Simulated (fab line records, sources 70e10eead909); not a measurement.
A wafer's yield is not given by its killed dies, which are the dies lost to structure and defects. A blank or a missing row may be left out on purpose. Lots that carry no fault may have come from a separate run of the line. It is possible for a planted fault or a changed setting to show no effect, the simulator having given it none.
Which tool was responsible?    flow nandHarc    Sampling: 6 lots, 18 wafers, 4 of 1159 route steps

WHAT THE GAUGES SHOWED, per wafer
NHARC_THIN_TSV_CD_MEAS_33: the cd target is 5000 nm.
lot   measured      on        cdNm (nm)
L822  day 18 23:11  cdSem-02  5000.8 5000.7 5000.1
L824  day 19 03:05  cdSem-03  5003.1 5002.2 5002.0
L825  day 20 18:21  cdSem-02  4997.1 4999.4 4998.2
L829  day 21 12:01  cdSem-02  4999.9 5000.2 4999.8
L831  day 22 05:48  cdSem-02  4997.2 4999.2 4999.8
L841  day 24 11:43  cdSem-01  4997.0 4997.6 5000.1

WHAT TOOL EACH LOT RAN ON (gives the tool, then ch and the chambers of the sampled wafers, and finally the start)
lot   NHARC_A_CONTACT_ETCH_123            NHARC_A_BONDPAD_DEP_00                      NHARC_A_BONDPAD_DESCUM_11
L822  harCapEtch-03 ch 0,1, day 16 15:16  pecvd-04 ch 0,1,2, day 17 23:57             rieDiel-01 ch 0,1,3, day 18 01:36
L824  harCapEtch-01 ch 0,1, day 16 23:49  pecvd-03 ch 0,1,2, day 18 04:38             rieDiel-03 ch 0,1, day 18 06:01
L825  harCapEtch-02 ch 0,1, day 18 07:16  pecvd-04 ch 1,2, day 19 18:32               rieDiel-10 ch 1,2,3, day 19 19:46
L829  harCapEtch-02 ch 0,1, day 18 21:58  pecvd-03 ch 0,1,2, day 20 13:27 or earlier  rieDiel-10 ch 0,1,2, day 20 13:27
L831  harCapEtch-03 ch 0,1, day 19 17:20  pecvd-04 ch 0,1, day 21 06:51               rieDiel-01 ch 2,3, day 21 08:10
L841  harCapEtch-03 ch 0,1, day 22 03:00  pecvd-01 ch 1,2, day 23 12:53               rieDiel-10 ch 1,2,3, day 23 14:24
- NHARC_A_CONTACT_ETCH_123: etches the open film in C4F8/O2/Ar, time 253 s, target depth 1090 nm.
- NHARC_A_BONDPAD_DEP_00: deposits SiCN, target thk 250 nm.
- NHARC_A_BONDPAD_DESCUM_11: chemistry O2, time 3 s.

THE ANSWER, worked out from the rows above alone
Rule: what is usual is taken from the lots themselves. The widest of any qualifying gaps counts: lots, ordered by their means at a reading, are off when they make up no more than a third of the lots, leave a main group of 4 or more, and stand apart from it by 3 or more times the standard deviation of that group's means. Not used: any main group whose means are identical at the precision the tables above print for the reading. Also off: a lot with no number at a reading for which 4 or more lots have one. Where the step has rows for the other lots, those lots are counted as sound.
None of the lots is off at any reading shown; this tells nothing.

WHAT THE SIMULATOR HAD INSERTED
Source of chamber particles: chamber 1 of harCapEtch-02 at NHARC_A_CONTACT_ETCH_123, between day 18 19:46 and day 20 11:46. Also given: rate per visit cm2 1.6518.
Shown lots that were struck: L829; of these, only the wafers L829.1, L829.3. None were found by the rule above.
